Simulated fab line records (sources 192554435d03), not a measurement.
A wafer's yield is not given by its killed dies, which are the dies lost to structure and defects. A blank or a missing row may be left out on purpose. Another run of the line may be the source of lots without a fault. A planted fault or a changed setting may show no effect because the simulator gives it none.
Lot-split experiment | flow n5-finfet | 7 lots, 21 wafers read, on a route of 1938 steps

== THE SPLIT ITSELF ==
At N5_BEOL_M2_COAT_22 (resist thk 30 nm), the setting spin-rpm was moved away from the recipe's 1500 rpm on 5 of the 21 wafers read, by -10.6% to +6.8%. This setting was run at the recipe's value on the other wafers.

== FROM THE SPLIT TO THE READING: what the file shows between them, 4 steps ==
- N5_BEOL_M2_EBR_24
- N5_BEOL_M2_SOFTBAKE_23: time 60 s
- N5_BEOL_M2_EXPOSE_25: exposes mask V1, defocus 5 nm
- N5_BEOL_M2_PEB_26: peb time 60 s

== THE READING ==
CAR-EUV_of_BEOL_M2_COAT_22.thk-nm (the simulator's own value, which no gauge read), in nm, at N5_BEOL_M2_DEVELOP_27 (develop time 30 s). The file does not state a usual value for it. The 16 wafers here that ran the recipe average 29.5 nm, standard deviation 0.097 nm.

wafer  | tool, chamber at the split | spin-rpm as run, rpm | against the recipe | CAR-EUV_of_BEOL_M2_COAT_22.thk-nm, nm | against lot-mates on the recipe
L074.1 | litho-track-03, 0          | 1341                 | -10.6%             | 31.2                                  | +1.8
L074.4 | litho-track-03, 0          | 1341                 | -10.6%             | 31.2                                  | +1.8
L074.5 | litho-track-03, 0          | 1500                 | recipe             | 29.4                                  | -
L077.1 | litho-track-03, 0          | 1500                 | recipe             | 29.6                                  | -
L077.3 | litho-track-03, 0          | 1500                 | recipe             | 29.6                                  | -
L077.4 | litho-track-03, 0          | 1500                 | recipe             | 29.6                                  | -
L079.1 | litho-track-04, 0          | 1500                 | recipe             | 29.6                                  | -
L079.2 | litho-track-04, 0          | 1500                 | recipe             | 29.6                                  | -
L079.3 | litho-track-04, 0          | 1500                 | recipe             | 29.4                                  | -
L084.1 | litho-track-03, 0          | 1602                 | +6.8%              | 28.4                                  | -1.1
L084.3 | litho-track-03, 0          | 1500                 | recipe             | 29.4                                  | -
L084.6 | litho-track-03, 0          | 1500                 | recipe             | 29.6                                  | -
L085.2 | litho-track-05, 0          | 1500                 | recipe             | 29.6                                  | -
L085.5 | litho-track-05, 0          | 1500                 | recipe             | 29.6                                  | -
L085.4 | litho-track-05, 0          | 1500                 | recipe             | 29.4                                  | -
L088.1 | litho-track-03, 0          | 1551                 | +3.4%              | 29                                    | -0.4
L088.4 | litho-track-03, 0          | 1551                 | +3.4%              | 29                                    | -0.4
L088.5 | litho-track-03, 0          | 1500                 | recipe             | 29.4                                  | -
L096.1 | litho-track-03, 0          | 1500                 | recipe             | 29.6                                  | -
L096.3 | litho-track-03, 0          | 1500                 | recipe             | 29.6                                  | -
L096.6 | litho-track-03, 0          | 1500                 | recipe             | 29.4                                  | -

THE FIT
A straight line over all 21 wafers: CAR-EUV_of_BEOL_M2_COAT_22.thk-nm changes by -0.159 nm for each +1% of spin-rpm; r = -0.99; the points scatter about the line by 0.09 nm.
The same after taking each lot's own level away (the mean of its wafers on the recipe; 21 wafers): -0.164 nm for each +1%; r = -0.99; scatter 0.088 nm.
Per that fit: largest spin-rpm move, reading shift of 1.7 nm.
The span of the lots' own levels, 29.40 to 29.60 nm, comes to 2.1 times the standard deviation stated above.
The two slopes agree, so the slope changes little with the lot-to-lot level.
Check: with one of the wafers moved furthest among these (-10.6%) left out of the fit, the line predicts +1.73 nm for it against its lot-mates. Against them it came out at +1.8 nm.

== OTHER SPLITS APPLIED TO THESE WAFERS ==
These wafers also went through other splits before the reading. Each is held against what the fit with the lots' levels taken away leaves over:
other split on the same wafers         | wafers away from the commonest value | r with CAR-EUV_of_BEOL_M2_COAT_22.thk-nm (lot level and that fit taken away)
N5_MOL_CONTACT_COAG_COAT_02 spin-rpm   | 11                                   | +0.05
N5_MOL_CONTACT_COAG_ALD_27 ald-cycles  | 10                                   | +0.38
N5_MOL_CONTACT_COAG_ALD_133 ald-cycles | 4                                    | -0.18
N5_BEOL_M1_ILD_DEP_00 time-s           | 7                                    | -0.41
N5_BEOL_M1_DESCUM_33 time-s            | 9                                    | +0.06

== THE WHOLE CHAIN: every reading that the file lists as answering this split, in the file's order ==
step                  | what it does      | reading                                                                            | change (the file's fit)               | r (the file's)
N5_BEOL_M2_COAT_22    | resist thk 30 nm  | CAR-EUV_of_BEOL_M2_COAT_22.thk-nm (the simulator's own value, which no gauge read) | -0.172 nm for each +1% of the setting | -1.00
N5_BEOL_M2_DEVELOP_27 | develop time 30 s | CAR-EUV_of_BEOL_M2_COAT_22.thk-nm (the simulator's own value, which no gauge read) | -0.164 nm for each +1% of the setting | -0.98

== THE FILE'S OWN FIT ==
CAR-EUV_of_BEOL_M2_COAT_22.thk-nm changes by -0.164 nm for each +1% of spin-rpm, r = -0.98.
